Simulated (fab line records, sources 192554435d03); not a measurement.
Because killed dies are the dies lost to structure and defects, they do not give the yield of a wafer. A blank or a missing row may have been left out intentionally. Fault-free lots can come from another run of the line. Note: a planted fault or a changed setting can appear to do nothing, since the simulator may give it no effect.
Matching of chambers ; flow n5_finfet ; N5_DUMMY_GATE_ETCH_37 on rie_diel-06 has 4 sister chambers
The step etches SOC in N2/H2, target depth 60 nm, overetch 30 nm. 8 wafers are shown with their chamber, then 11 later ones without.

## WAFERS WITH THEIR CHAMBER
wafer;chamber;drypump_motor_current_A (A);showerhead_plenum_p_Torr (Torr)
L088.3;2;5.9;2.62
L089.1;2;5.9;2.62
L089.2;1;6.2;2.50
L089.3;0;5.4;2.39
L089.4;3;6.0;2.44
L089.5;3;6.0;2.44
L089.6;0;5.5;2.39
L092.1;1;6.2;2.49

## WAFERS WITH NO CHAMBER GIVEN
wafer;drypump_motor_current_A (A);showerhead_plenum_p_Torr (Torr)
L092.2;6.0;2.43
L092.3;5.9;2.62
L092.4;5.5;2.39
L092.5;5.9;2.62
L092.6;6.0;2.43
L096.1;6.0;2.43
L096.4;5.9;2.43
L096.6;5.5;2.39
L097.2;6.0;2.43
L097.5;5.9;2.61
L097.6;6.2;2.49

## THE CHAMBER EACH PASSED THROUGH
wafer;from the rows above;in truth
L092.2;3;3
L092.3;2;2
L092.4;0;0
L092.5;2;2
L092.6;3;3
L096.1;3;3
L096.4;3;3
L096.6;0;0
L097.2;3;3
L097.5;2;2
L097.6;1;1
Correctly placed: 11 of 11. Not placeable from these rows: 0. Number placed wrongly: 0.
How it was worked out, from the rows above alone: a wafer's distance from a chamber is the root of the sum, over the readings, of the square of ((its reading less the chamber's mean) divided by the reading's scatter). The wafer belongs to the nearest chamber; if the next one is less than 2 further off, it can't be placed. A chamber's mean is the mean of its shown wafers. The scatter is the square root of a quotient: the sum, over the shown wafers, of each reading's squared deviation from its chamber's mean, divided by wafers minus chambers.
